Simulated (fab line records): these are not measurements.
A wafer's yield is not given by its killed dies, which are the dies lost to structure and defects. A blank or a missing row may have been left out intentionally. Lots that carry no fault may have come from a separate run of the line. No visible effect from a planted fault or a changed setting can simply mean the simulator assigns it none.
fab line records	flow nand_harc
record lots=7	wafers=21	last_day=27
route steps=1159 shown P_GATE@137 END@1159
lots with no fault: from the same line, run without faults
start_h: start of the lot's first displayed wafer, in hours after the record's first day	wait_h: time in hours since the lot's previous step	" repeats the value in the row above	L1.1+2: one row covering several wafers at once	- no value present, or no start provided	* or withheld: withheld	< > ~ a bound
route shown NAME@n: NAME is a module with steps in the file, n the number in the route of the first one	usual: mean/standard deviation taken from wafers without a fault	same: alike in all rows	chamber/n: place in a boat	sites: the reading at each site	_std_site: standard deviation across them	_edge_site: inner sites' mean taken away from outer sites' mean	radius_mm: for every site, how far away it sits from the centre of the wafer	mask NAME#n: copy n	behind: the tool/chamber that last shaped the wafer	hold: reason for holding the lot/hours on hold/outcome of the hold	device: the n, p or np transistor that did not switch	end of line: at the end of the route, the tests of the same wafers	a step given without rows: its recipe and nothing more	killed: count of dies lost to structure and defects at first sort (not the wafer's yield)	map: a wafer's dies, marking killed ones x, the rest . and places with no die _
set.NAME: setting as actually run; set.NAME@STEP: the setting as run at that earlier step	model.NAME: the simulator's own value behind a step, which no gauge read
lots at selected steps of the route; one table per step, one row per wafer
services: the hour from which a tool's chamber was out of use, counted from the record's first day as start_h (under 0 if before that day), plus the number of hours and why
## steps
# step NHARC_P_GATE_EBR_22
# step NHARC_P_GATE_EXPOSE_23
# recipe na=1.35	target_cd_nm=120	dose_mj=93.91	mask_id=P_GATE
# step NHARC_P_GATE_PEB_24
# recipe peb_temp_c=100	peb_time_s=65
# step NHARC_P_GATE_DEVELOP_25
# recipe develop_time_s=35	dev_temp_c=23
# step NHARC_P_GATE_CD_MEAS_26
# recipe target_cd_nm=120	landing_energy_ev=500
# usual cd_nm=120.3/0.5
lot.wafer	tool	chamber	start_h	wait_h	cd_nm
L977.2	cd_sem-01	0	97.61	-	121.2
L977.5	"	0	"	"	120.8
L977.6	"	0	"	"	120.8
L978.2	cd_sem-02	0	105.96	-	120.4
L978.3	"	0	"	"	120.2
L978.5	"	0	"	"	120.4
L989.1	cd_sem-03	0	169.52	-	120.4
L989.3	"	0	"	"	120.8
L989.4	"	0	"	"	120.2
L987.1	cd_sem-01	0	170.15	-	120.2
L987.3	"	0	"	"	121.0
L987.5	"	0	"	"	120.4
L988.1	cd_sem-02	0	170.30	-	120.5
L988.2	"	0	"	"	120.0
L988.3	"	0	"	"	120.0
L996.3	cd_sem-02	0	217.38	-	120.2
L996.4	"	0	"	"	120.8
L996.5	"	0	"	"	120.9
L997.1	cd_sem-03	0	220.18	-	119.9
L997.3	"	0	"	"	120.2
L997.4	"	0	"	"	119.9
# step NHARC_P_GATE_OVL_MEAS_27
# usual overlay_x_nm=0.1/0.64	overlay_y_nm=-0.3/0.78
lot.wafer	tool	chamber	start_h	wait_h	overlay_x_nm	overlay_y_nm
L977.2	overlay-02	-	97.69	-	-0.2	0.3
L977.5	"	-	"	"	0.2	0.1
L977.6	"	-	"	"	0.4	0.5
L978.2	overlay-01	-	106.05	-	-0.1	-1.1
L978.3	"	-	"	"	-0.2	-1.1
L978.5	"	-	"	"	0.0	-1.6
L989.1	overlay-01	-	169.61	-	0.3	-0.9
L989.3	"	-	"	"	0.7	-0.5
L989.4	"	-	"	"	0.8	-0.3
L987.1	overlay-01	-	170.24	-	0.1	-0.9
L987.3	"	-	"	"	0.4	-0.2
L987.5	"	-	"	"	0.0	-0.6
L988.1	overlay-01	-	170.40	-	0.1	-0.5
L988.2	"	-	"	"	-0.1	-1.2
L988.3	"	-	"	"	0.0	-0.8
L996.3	overlay-01	-	217.47	-	1.8	-0.7
L996.4	"	-	"	"	1.5	-0.2
L996.5	"	-	"	"	1.5	-0.7
L997.1	overlay-01	-	220.27	-	-0.4	0.0
L997.3	"	-	"	"	0.0	0.0
L997.4	"	-	"	"	0.5	-0.2
# step NHARC_P_GATE_INSPECT_28
# usual raw_defect_count=6.0/3
lot.wafer	tool	chamber	start_h	wait_h	raw_defect_count
L977.2	defect_inspect-02	-	97.75	0.1	7
L977.5	"	-	"	"	4
L977.6	"	-	"	"	8
L978.2	defect_inspect-02	-	106.08	0.0	9
L978.3	"	-	"	"	10
L978.5	"	-	"	"	9
L989.1	defect_inspect-02	-	169.66	0.1	6
L989.3	"	-	"	"	3
L989.4	"	-	"	"	4
L987.1	defect_inspect-02	-	170.29	0.1	5
L987.3	"	-	"	"	9
L987.5	"	-	"	"	5
L988.1	defect_inspect-02	-	170.44	0.0	10
L988.2	"	-	"	"	7
L988.3	"	-	"	"	4
L996.3	defect_inspect-01	-	217.50	0.0	10
L996.4	"	-	"	"	9
L996.5	"	-	"	"	9
L997.1	defect_inspect-02	-	220.31	0.0	3
L997.3	"	-	"	"	2
L997.4	"	-	"	"	3
# step NHARC_P_GATE_DESCUM_31
# recipe time_s=3	o2_flow_sccm=200	ar_flow_sccm=0	bias_power_w=0	chemistry=O2
# usual drypump_motor_current_A=5.6/0.38	o2_flow_sccm=200.0/0.61	oes_product_au=1.000/0.0067	rf_vpp_V=57.7/0.92	showerhead_plenum_p_Torr=1.87/0.057	throttle_valve_pct=11.311/0.0091
lot.wafer	tool	chamber	start_h	wait_h	drypump_motor_current_A	o2_flow_sccm	oes_product_au	rf_hours_counter_h	rf_vpp_V	showerhead_plenum_p_Torr	throttle_valve_pct
L977.2	rie_diel-04	1	97.81	0.1	5.9	200.2	1.002	30	57.7	1.91	11.294
L977.6	"	1	"	"	5.9	199.7	0.997	-	58.9	1.91	11.309
L977.5	"	2	"	"	5.7	201.0	0.995	-	57.3	1.90	11.316
L978.2	rie_diel-04	0	106.14	0.1	5.6	199.9	1.000	31	56.1	1.81	11.315
L978.3	"	2	"	"	5.7	200.3	1.004	31	59.7	1.90	11.316
L978.5	"	0	"	"	5.6	199.6	0.991	-	56.5	1.80	11.294
L989.4	rie_diel-13	2	169.89	0.2	5.7	200.1	0.992	23	56.9	1.81	11.316
L989.1	"	3	"	"	6.6	200.8	0.988	23	56.3	1.78	11.321
L989.3	"	0	"	"	5.4	200.7	0.994	23	57.8	1.96	11.311
L987.1	rie_diel-04	1	170.38	0.1	5.9	199.8	0.992	7	57.6	1.91	11.294
L987.3	"	3	"	"	4.9	200.3	0.991	9	57.4	1.93	11.327
L987.5	"	2	"	"	5.7	199.7	1.005	-	57.6	1.89	11.311
L988.1	rie_diel-04	0	170.53	0.1	5.6	200.5	1.004	9	57.1	1.80	11.321
L988.3	"	2	"	"	5.6	201.3	1.001	9	58.0	1.89	11.307
L988.2	"	3	"	"	4.9	199.6	1.001	9	57.2	1.93	11.309
L996.3	rie_diel-04	0	217.56	0.1	5.6	200.4	0.999	19	56.6	1.80	11.301
L996.4	"	1	"	"	5.9	200.2	1.000	16	58.9	1.91	11.301
L996.5	"	0	"	"	5.6	200.0	1.001	-	57.0	1.80	11.292
L997.1	rie_diel-11	0	220.41	0.1	5.5	200.4	0.996	7	57.7	1.80	11.302
L997.4	"	1	"	"	5.7	199.5	1.000	8	59.8	1.94	11.322
L997.3	"	2	"	"	5.8	199.3	1.003	9	56.9	1.88	11.318
# step NHARC_P_GATE_ETCH_104
# recipe target_depth_a=600	time_s=withheld	cf4_flow_sccm=100	chf3_flow_sccm=30	ar_flow_sccm=0	rf_w=500	bias_w=200	chemistry=CF4/CHF3
# usual bias_w=200.0/0.63	cf4_flow_sccm=100.01/0.27	drypump_motor_current_A=5.6/0.39	oes_product_au=0.945/0.021	rf_vpp_V=369.7/1.7	showerhead_plenum_p_Torr=1.54/0.046	throttle_valve_pct=16.802/0.01
lot.wafer	tool	chamber	start_h	wait_h	bias_w	cf4_flow_sccm	drypump_motor_current_A	oes_product_au	rf_vpp_V	showerhead_plenum_p_Torr	throttle_valve_pct
L977.2	rie_diel-04	0	97.93	0.1	199.5	99.62	5.6	0.940	368.7	1.49	16.795
L977.6	"	0	"	"	200.7	100.08	5.6	0.941	367.9	1.49	16.787
L977.5	"	1	"	"	199.5	100.01	5.8	0.934	370.3	1.57	16.810
L978.2	rie_diel-04	3	106.23	0.1	199.2	100.38	4.9	0.931	369.5	1.59	16.796
L978.3	"	2	"	"	199.4	100.21	5.6	0.926	370.4	1.56	16.799
L978.5	"	3	"	"	199.4	99.92	4.9	0.932	368.2	1.59	16.808
L989.4	rie_diel-13	0	170.07	0.2	200.0	99.88	5.4	0.913	373.0	1.61	16.799
L989.3	"	1	"	"	199.0	100.33	5.3	0.916	370.8	1.55	16.794
L989.1	"	3	"	"	200.6	100.00	6.5	0.908	367.4	1.47	16.785
L987.3	rie_diel-04	2	170.50	0.1	199.6	99.75	5.6	0.922	370.7	1.56	16.803
L987.1	"	3	"	"	199.4	100.06	4.9	0.934	372.4	1.59	16.799
L987.5	"	3	"	"	199.8	99.99	4.9	0.926	371.6	1.59	16.799
L988.2	rie_diel-04	3	170.67	0.1	200.8	99.78	4.9	0.919	371.5	1.59	16.812
L988.3	"	0	"	"	199.8	100.26	5.6	0.921	367.1	1.49	16.784
L988.1	"	1	"	"	200.4	99.66	5.9	0.925	369.5	1.57	16.794
L996.4	rie_diel-04	3	217.65	0.1	198.8	100.39	5.0	0.983	371.5	1.59	16.822
L996.3	"	2	"	"	200.2	100.59	5.6	0.983	369.4	1.56	16.792
L996.5	"	3	"	"	199.6	100.25	4.9	0.971	371.5	1.58	16.795
L997.3	rie_diel-11	1	220.52	0.1	199.7	100.17	5.7	0.945	372.7	1.60	16.811
L997.1	"	2	"	"	200.3	100.15	5.8	0.943	369.0	1.55	16.800
L997.4	"	3	"	"	201.0	100.39	5.7	0.960	370.5	1.55	16.791
# step NHARC_P_GATE_HM_OPEN_105
# recipe target_depth_a=3600	o2_flow_sccm=400	cos_flow_sccm=20	ar_flow_sccm=0	rf_w=500	bias_w=300	chemistry=O2/COS
# usual drypump_motor_current_A=5.6/0.35	o2_flow_sccm=400.1/1.1	oes_product_au=0.999/0.0067	rf_vpp_V=465.8/2.1	showerhead_plenum_p_Torr=3.06/0.088	throttle_valve_pct=28.330/0.0094
lot.wafer	tool	chamber	start_h	wait_h	drypump_motor_current_A	o2_flow_sccm	oes_product_au	rf_hours_counter_h	rf_vpp_V	showerhead_plenum_p_Torr	throttle_valve_pct
L977.2	rie_diel-04	0	-	-	5.6	401.3	1.001	29	463.5	2.96	28.328
L977.5	"	2	"	"	5.7	400.4	0.997	-	466.2	3.10	28.341
L977.6	"	3	"	"	5.0	400.3	0.995	-	467.2	3.16	28.314
L978.2	rie_diel-04	3	-	-	4.9	400.2	1.008	29	466.1	3.15	28.329
L978.3	"	0	"	"	5.6	400.1	1.003	31	464.1	2.95	28.326
L978.5	"	2	"	"	5.6	401.5	0.999	-	466.5	3.10	28.338
L989.4	rie_diel-13	0	-	-	5.5	401.6	0.991	23	468.6	3.20	28.333
L989.3	"	1	"	"	5.3	399.5	1.003	23	465.0	3.07	28.326
L989.1	"	2	"	"	5.7	403.0	0.990	23	464.5	2.96	28.331
L987.1	rie_diel-04	0	-	-	5.6	400.6	1.001	9	463.3	2.95	28.341
L987.3	"	1	"	"	5.9	401.1	0.986	7	468.2	3.11	28.326
L987.5	"	0	"	"	5.6	399.2	0.995	-	463.9	2.95	28.337
L988.2	rie_diel-04	3	-	-	4.9	400.3	0.983	9	468.7	3.15	28.318
L988.1	"	0	"	"	5.6	401.0	0.998	10	463.1	2.95	28.336
L988.3	"	1	"	"	5.9	399.4	1.005	7	466.9	3.11	28.324
L996.3	rie_diel-04	3	-	-	5.0	399.2	0.994	18	467.7	3.14	28.330
L996.4	"	0	"	"	5.6	401.0	0.999	19	463.6	2.94	28.337
L996.5	"	1	"	"	5.9	401.5	1.003	-	467.1	3.11	28.325
L997.4	rie_diel-11	0	-	-	5.5	401.3	1.000	8	464.3	2.95	28.342
L997.3	"	1	"	"	5.7	399.1	1.016	9	468.1	3.17	28.324
L997.1	"	2	"	"	5.8	401.0	1.002	9	465.9	3.07	28.336
# step NHARC_P_GATE_STRIP_106
# recipe o2_flow_sccm=400	cos_flow_sccm=20	ar_flow_sccm=0	bias_w=0	chemistry=O2/COS
# step NHARC_P_GATE_ETCH_114
# recipe target_depth_a=300	overetch_a=30	time_s=16.5	ion_energy_ev=100	cf4_flow_sccm=80	o2_flow_sccm=20	ar_flow_sccm=0	rf_w=300	bias_w=100	chemistry=CF4/O2
# usual bias_w=100.0/0.3	cf4_flow_sccm=80.02/0.22	drypump_motor_current_A=5.6/0.37	o2_flow_sccm=20.01/0.059	oes_product_au=0.998/0.0072	rf_vpp_V=197.3/1.1	showerhead_plenum_p_Torr=1.31/0.039	throttle_valve_pct=13.398/0.0083
lot.wafer	tool	chamber	start_h	wait_h	bias_w	cf4_flow_sccm	drypump_motor_current_A	o2_flow_sccm	oes_product_au	rf_hours_counter_h	rf_vpp_V	showerhead_plenum_p_Torr	throttle_valve_pct
L977.2	rie_diel-04	0	-	-	99.1	79.83	5.5	20.00	0.996	29	194.7	1.26	13.391
L977.5	"	3	"	"	99.9	80.26	4.9	20.05	1.011	-	198.5	1.35	13.405
L977.6	"	0	"	"	99.9	79.88	5.6	19.98	1.006	-	197.0	1.26	13.406
L978.2	rie_diel-04	0	-	-	100.3	80.10	5.6	20.12	1.000	31	195.7	1.26	13.391
L978.3	"	2	"	"	99.9	79.84	5.6	20.01	1.004	31	197.2	1.32	13.394
L978.5	"	1	"	"	100.0	80.08	5.9	20.04	0.991	-	198.4	1.33	13.395
L989.4	rie_diel-13	1	-	-	99.4	79.84	5.3	19.92	0.995	23	198.1	1.31	13.414
L989.3	"	3	"	"	100.1	79.61	6.5	20.03	0.991	24	195.1	1.24	13.416
L989.1	"	0	"	"	100.3	80.17	5.4	19.99	0.986	23	199.7	1.37	13.389
L987.3	rie_diel-04	2	-	-	99.7	80.36	5.6	20.06	1.003	9	198.1	1.32	13.394
L987.1	"	3	"	"	99.8	80.07	5.0	20.02	1.001	9	200.3	1.35	13.391
L987.5	"	1	"	"	100.3	79.99	5.8	20.00	0.996	-	199.1	1.33	13.402
L988.3	rie_diel-04	3	-	-	99.9	80.07	4.9	20.05	0.992	9	197.4	1.35	13.407
L988.1	"	1	"	"	100.5	79.60	5.9	20.09	0.997	7	197.8	1.33	13.404
L988.2	"	2	"	"	100.2	80.32	5.6	20.14	0.995	9	197.2	1.32	13.396
L996.3	rie_diel-04	3	-	-	99.5	79.95	4.9	20.06	0.994	18	197.8	1.34	13.405
L996.4	"	1	"	"	99.9	79.96	5.8	20.03	1.005	17	196.1	1.33	13.398
L996.5	"	3	"	"	99.8	79.65	4.9	20.12	0.999	-	198.8	1.34	13.395
L997.3	rie_diel-11	3	-	-	99.4	79.92	5.7	20.04	1.004	8	197.8	1.31	13.402
L997.1	"	1	"	"	99.8	80.10	5.7	19.97	1.011	9	198.0	1.36	13.399
L997.4	"	2	"	"	100.2	80.02	5.8	20.01	1.014	9	198.0	1.31	13.405
# step NHARC_P_GATE_ETCH_32
# recipe target_depth_a=1500	over_etch_frac=1	over_etch_ion_energy_ev=40	time_s=100.1	hbr_flow_sccm=150	cl2_flow_sccm=50	rf_w=400	icp_w=400	bias_w=100	chemistry=HBr/Cl2
# usual bias_w=100.03/0.29	chamber_pressure_mTorr=14.999/0.018	drypump_motor_current_A=5.9/0.49	oes_product_au=1.000/0.0074	over_etch_frac=1/0	throttle_valve_pct=26.407/0.0096
lot.wafer	tool	chamber	start_h	wait_h	bias_w	chamber_pressure_mTorr	drypump_motor_current_A	oes_product_au	over_etch_frac	rf_hours_counter_h	throttle_valve_pct
L977.2	rie_si-04	0	98.34	-	99.88	15.007	6.1	0.995	1	1.5	26.397
L977.6	"	2	"	"	100.30	14.977	5.7	0.992	1	-	26.392
L977.5	"	3	"	"	100.15	14.990	5.7	1.004	1	-	26.427
L978.3	rie_si-02	3	106.66	-	99.94	14.988	6.6	1.005	1	0.7	26.414
L978.2	"	0	"	"	100.14	15.008	5.6	1.012	1	0.7	26.385
L978.5	"	0	"	"	100.21	15.008	5.6	1.001	1	-	26.398
L989.3	rie_si-02	0	170.77	-	-	-	-	-	-	-	-
L989.1	"	1	"	"	-	-	-	-	-	-	-
L989.4	"	2	"	"	-	-	-	-	-	-	-
L987.1	rie_si-05	2	170.98	-	-	-	-	-	-	-	-
L987.3	"	3	"	"	-	-	-	-	-	-	-
L987.5	"	1	"	"	-	-	-	-	-	-	-
L988.2	rie_si-04	0	171.11	-	-	-	-	-	-	-	-
L988.3	"	1	"	"	-	-	-	-	-	-	-
L988.1	"	3	"	"	-	-	-	-	-	-	-
L996.3	rie_si-04	1	218.07	-	100.28	14.969	5.9	1.001	1	0.9	26.401
L996.4	"	3	"	"	99.92	14.996	5.7	1.003	1	0.7	26.406
L996.5	"	1	"	"	100.42	15.001	6.0	1.011	1	-	26.407
L997.4	rie_si-02	2	220.93	-	99.75	15.031	5.8	1.004	1	0.0	26.419
L997.3	"	3	"	"	99.93	15.035	6.6	1.001	1	0.0	26.394
L997.1	"	1	"	"	99.99	14.989	6.6	1.006	1	0.0	26.408
# step NHARC_P_GATE_STRIP_108
# recipe o2_flow_sccm=500	ar_flow_sccm=0	bias_w=0	chemistry=O2
# usual drypump_motor_current_A=5.7/0.38	o2_flow_sccm=499.9/1.5	oes_product_au=0.998/0.008	rf_vpp_V=57.6/0.83	showerhead_plenum_p_Torr=3.46/0.1	throttle_valve_pct=17.036/0.0089
lot.wafer	tool	chamber	start_h	wait_h	drypump_motor_current_A	o2_flow_sccm	oes_product_au	rf_hours_counter_h	rf_vpp_V	showerhead_plenum_p_Torr	throttle_valve_pct
L977.2	rie_diel-13	2	98.52	-	5.7	499.3	0.992	53	57.5	3.36	17.022
L977.5	"	3	"	"	6.6	497.9	0.995	-	56.2	3.30	17.031
L977.6	"	0	"	"	5.4	499.4	0.997	-	57.9	3.63	17.042
L978.2	rie_diel-11	0	106.86	-	5.5	499.8	1.012	33	56.0	3.36	17.033
L978.3	"	1	"	"	5.7	500.0	0.998	34	58.8	3.60	17.027
L978.5	"	3	"	"	5.8	499.8	0.998	-	57.5	3.49	17.032
L989.1	rie_diel-04	0	170.93	-	5.6	499.3	1.009	10	57.5	3.34	17.047
L989.4	"	1	"	"	5.9	498.5	1.002	7	56.7	3.52	17.041
L989.3	"	2	"	"	5.6	501.4	1.011	9	58.9	3.50	17.039
L987.3	rie_diel-04	1	171.14	-	5.9	501.4	0.997	7	59.6	3.52	17.047
L987.1	"	2	"	"	5.6	502.2	0.996	9	56.6	3.50	17.043
L987.5	"	0	"	"	5.6	497.9	0.996	-	56.6	3.34	17.034
L988.2	rie_diel-04	1	171.27	-	5.9	498.0	1.002	7	57.5	3.52	17.037
L988.3	"	2	"	"	5.6	501.3	1.004	9	57.3	3.50	17.022
L988.1	"	0	"	"	5.6	498.2	1.008	10	58.5	3.34	17.038
L996.4	rie_diel-13	1	218.31	-	5.4	501.3	1.000	38	56.9	3.46	17.023
L996.3	"	2	"	"	5.7	498.8	0.993	38	56.3	3.34	17.030
L996.5	"	1	"	"	5.4	498.3	0.991	-	55.5	3.46	17.036
L997.4	rie_diel-04	1	221.11	-	5.8	497.9	0.998	17	57.8	3.51	17.032
L997.3	"	2	"	"	5.7	501.0	1.016	18	57.1	3.49	17.023
L997.1	"	3	"	"	5.0	498.9	0.999	19	57.8	3.55	17.048
# step NHARC_END_SORT_01
# recipe temp_c=25
# usual killed_at_array=28/11	killed_at_other=0.9/1.2	killed_at_periphery=2.6/2.1	killed_dies=31/11	killed_open=3.1/1.7	killed_short=1.9/1.3
# same gross_dies=677
lot.wafer	tool	chamber	start_h	wait_h	killed_at_array	killed_at_other	killed_at_periphery	killed_dies	killed_open	killed_short
L989.1	prober-02	0	556.87	2.5	32	1	644	677	7	0
L989.3	prober-02	0	558.46	3.1	29	1	647	677	2	2
L989.4	prober-02	0	559.26	3.4	33	2	642	677	4	2
L987.1	prober-01	0	593.59	2.5	30	1	646	677	3	0
L987.3	prober-01	0	595.20	3.1	32	0	645	677	4	3
L987.5	prober-01	0	596.82	3.7	25	0	652	677	6	2
L988.1	prober-01	0	601.47	2.5	32	1	644	677	5	2
L988.2	prober-01	0	602.28	2.8	35	1	641	677	3	4
L988.3	prober-01	0	603.09	3.1	34	0	643	677	2	3
# killed by level:class
L989.1 P_GATE:area_etch=639 A_CHANNEL_HOLE_D1:chamber_film_flake=21 A_CONTACT:chamber_film_flake=7 P_M0:geometric_particle:open=3 A_STAIRCASE:chamber_film_flake=2 P_CONTACT:geometric_particle:open=1 A_WL_FILL:geometric_particle:open=1 A_M0:geometric_particle:open=1
L989.3 P_GATE:area_etch=645 A_CHANNEL_HOLE_D1:chamber_film_flake=14 A_CONTACT:chamber_film_flake=10 A_CHANNEL_FILL_D1:geometric_particle:open=1 A_STAIRCASE:geometric_particle:open=1 A_WL_FILL:geometric_particle:short=1 A_CONTACT:geometric_particle:short=1 P_ZERO_WELL:chamber_film_flake=1
L989.4 P_GATE:area_etch=642 A_CHANNEL_HOLE_D1:chamber_film_flake=19 A_CONTACT:chamber_film_flake=7 A_CONTACT:geometric_particle:open=2 THIN_TSV:chamber_film_flake=2 A_SOURCE_PLATE:geometric_particle:open=1 A_CHANNEL_HOLE_D1:geometric_particle:short=1 A_WL_FILL:geometric_particle:short=1
L987.1 P_GATE:area_etch=645 A_SLIT:chamber_film_flake=12 A_CHANNEL_HOLE_D1:chamber_film_flake=10 A_CONTACT:geometric_particle:open=3 A_CHANNEL_FILL_D1:chamber_film_flake=3 P_M2:chamber_film_flake=1 A_ZERO_WELL:chamber_film_flake=1 A_STAIRCASE:chamber_film_flake=1
L987.3 P_GATE:area_etch=644 A_CHANNEL_HOLE_D1:chamber_film_flake=9 A_SLIT:chamber_film_flake=8 A_CHANNEL_FILL_D1:chamber_film_flake=3 A_CHANNEL_FILL_D1:geometric_particle:open=2 A_WL_FILL:chamber_film_flake=2 A_CONTACT:chamber_film_flake=2 P_CONTACT:geometric_particle:open=1
L987.5 P_GATE:area_etch=649 A_SLIT:chamber_film_flake=11 A_CHANNEL_HOLE_D1:chamber_film_flake=3 A_CHANNEL_FILL_D1:geometric_particle:open=2 A_CHANNEL_FILL_D1:chamber_film_flake=2 A_CONTACT:chamber_film_flake=2 P_CONTACT:geometric_particle:open=1 P_M0:geometric_particle:short=1
L988.1 P_GATE:area_etch=639 A_CHANNEL_HOLE_D1:chamber_film_flake=19 P_M1:chamber_film_flake=4 A_M1:chamber_film_flake=3 A_CONTACT:geometric_particle:open=2 A_CONTACT:chamber_film_flake=2 A_ONON_D1:geometric_particle:short=1 A_SGD_CUT:geometric_particle:open=1
L988.2 P_GATE:area_etch=639 A_CHANNEL_HOLE_D1:chamber_film_flake=18 A_M1:chamber_film_flake=6 A_CONTACT:chamber_film_flake=3 P_M1:chamber_film_flake=2 A_STAIRCASE:chamber_film_flake=2 A_ONON_D1:geometric_particle:open=1 A_CHANNEL_FILL_D1:geometric_particle:short=1
L988.3 P_GATE:area_etch=640 A_CHANNEL_HOLE_D1:chamber_film_flake=18 A_M1:chamber_film_flake=6 A_CONTACT:chamber_film_flake=3 P_M1:chamber_film_flake=2 A_STAIRCASE:chamber_film_flake=2 P_CONTACT:geometric_particle:short=1 A_ONON_D1:geometric_particle:short=1
# map L987.1 (x killed, . not)
____________x____________
_________xxxxxxx_________
_______xxxxxxxxxxx_______
______xxxxxxxxxxxxx______
_____xxxxxxxxxxxxxxx_____
____xxxxxxxxxxxxxxxxx____
____xxxxxxxxxxxxxxxxx____
___xxxxxxxxxxxxxxxxxxx___
___xxxxxxxxxxxxxxxxxxx___
__xxxxxxxxxxxxxxxxxxxxx__
__xxxxxxxxxxxxxxxxxxxxx__
_xxxxxxxxxxxxxxxxxxxxxxx_
_xxxxxxxxxxxxxxxxxxxxxxx_
_xxxxxxxxxxxxxxxxxxxxxxx_
_xxxxxxxxxxxxxxxxxxxxxxx_
_xxxxxxxxxxxxxxxxxxxxxxx_
xxxxxxxxxxxxxxxxxxxxxxxxx
xxxxxxxxxxxxxxxxxxxxxxxxx
xxxxxxxxxxxxxxxxxxxxxxxxx
xxxxxxxxxxxxxxxxxxxxxxxxx
xxxxxxxxxxxxxxxxxxxxxxxxx
_xxxxxxxxxxxxxxxxxxxxxxx_
_xxxxxxxxxxxxxxxxxxxxxxx_
_xxxxxxxxxxxxxxxxxxxxxxx_
_xxxxxxxxxxxxxxxxxxxxxxx_
_xxxxxxxxxxxxxxxxxxxxxxx_
__xxxxxxxxxxxxxxxxxxxxx__
__xxxxxxxxxxxxxxxxxxxxx__
___xxxxxxxxxxxxxxxxxxx___
___xxxxxxxxxxxxxxxxxxx___
____xxxxxxxxxxxxxxxxx____
____xxxxxxxxxxxxxxxxx____
_____xxxxxxxxxxxxxxx_____
______xxxxxxxxxxxxx______
_______xxxxxxxxxxx_______
_________xxxxxxx_________
____________x____________
# map L988.1 (x killed, . not)
____________x____________
_________xxxxxxx_________
_______xxxxxxxxxxx_______
______xxxxxxxxxxxxx______
_____xxxxxxxxxxxxxxx_____
____xxxxxxxxxxxxxxxxx____
____xxxxxxxxxxxxxxxxx____
___xxxxxxxxxxxxxxxxxxx___
___xxxxxxxxxxxxxxxxxxx___
__xxxxxxxxxxxxxxxxxxxxx__
__xxxxxxxxxxxxxxxxxxxxx__
_xxxxxxxxxxxxxxxxxxxxxxx_
_xxxxxxxxxxxxxxxxxxxxxxx_
_xxxxxxxxxxxxxxxxxxxxxxx_
_xxxxxxxxxxxxxxxxxxxxxxx_
_xxxxxxxxxxxxxxxxxxxxxxx_
xxxxxxxxxxxxxxxxxxxxxxxxx
xxxxxxxxxxxxxxxxxxxxxxxxx
xxxxxxxxxxxxxxxxxxxxxxxxx
xxxxxxxxxxxxxxxxxxxxxxxxx
xxxxxxxxxxxxxxxxxxxxxxxxx
_xxxxxxxxxxxxxxxxxxxxxxx_
_xxxxxxxxxxxxxxxxxxxxxxx_
_xxxxxxxxxxxxxxxxxxxxxxx_
_xxxxxxxxxxxxxxxxxxxxxxx_
_xxxxxxxxxxxxxxxxxxxxxxx_
__xxxxxxxxxxxxxxxxxxxxx__
__xxxxxxxxxxxxxxxxxxxxx__
___xxxxxxxxxxxxxxxxxxx___
___xxxxxxxxxxxxxxxxxxx___
____xxxxxxxxxxxxxxxxx____
____xxxxxxxxxxxxxxxxx____
_____xxxxxxxxxxxxxxx_____
______xxxxxxxxxxxxx______
_______xxxxxxxxxxx_______
_________xxxxxxx_________
____________x____________
## services
tool	chamber	start_h	hours	kind
rie_si-05	2	88.39	3.7	repair
rie_diel-04	0	90.91	-	clean
rie_diel-04	1	90.91	-	clean
rie_diel-04	2	90.91	-	clean
rie_diel-04	3	90.91	-	clean
rie_si-04	-	99.00	9.0	pm
rie_diel-13	-	99.20	9.0	pm
rie_si-02	1	105.57	7.7	repair
rie_diel-04	-	111.98	9.0	pm
rie_diel-04	0	111.98	9.0	vent_cycle
rie_diel-04	1	111.98	9.0	vent_cycle
rie_diel-04	2	111.98	9.0	vent_cycle
rie_diel-04	3	111.98	9.0	vent_cycle
rie_diel-04	0	120.98	-	clean
rie_diel-04	1	120.98	-	clean
rie_diel-04	2	120.98	-	clean
rie_diel-04	3	120.98	-	clean
rie_diel-11	0	136.05	3.2	repair
rie_diel-04	1	137.93	4.7	repair
rie_diel-04	0	145.52	-	clean
rie_diel-11	-	189.65	9.0	pm
rie_diel-04	-	191.45	2.7	repair
rie_si-04	2	201.09	4.0	repair
rie_si-02	-	211.00	9.0	pm
## key
first_sign step=NHARC_P_GATE_ETCH_32	reading=tool_record	direction=missing
effect step=NHARC_END_SORT_01	reading=killed_at_periphery	direction=up	sigmas=99+	usual=2.6	struck=644.9
more_kills_born_at NHARC_P_GATE_ETCH_32@rie_si-05=1938	NHARC_P_GATE_ETCH_32@rie_si-02=1926	NHARC_P_GATE_ETCH_32@rie_si-04=1918
met_at NHARC_P_GATE_ETCH_32
struck_wafers L987.1,L987.3,L987.5,L988.1,L988.2,L988.3,L989.1,L989.3,L989.4
later_rows_left_out L987.1,L987.3,L987.5,L988.1,L988.2,L988.3,L989.1,L989.3,L989.4
tester_left_out L987,L988,L989
onset_between 106.66 170.77
fault kind=skipped_step_whole	tool=rie_si-02,rie_si-04,rie_si-05	chamber=-	onset_h=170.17	steps=NHARC_P_GATE_ETCH_32	scope=struck_lots_only
# tester_left_out: of these lots the tester's yield and bins aren't shown, on N5 and GAA mostly nor the transistor test; their killed dies are dies lost to structure and defects alone, not to doping, threshold or leakage, so they don't give the yield
# later_rows_left_out: the simulator's readings of these wafers behind a module that went badly wrong aren't trusted and aren't shown, but for the sort
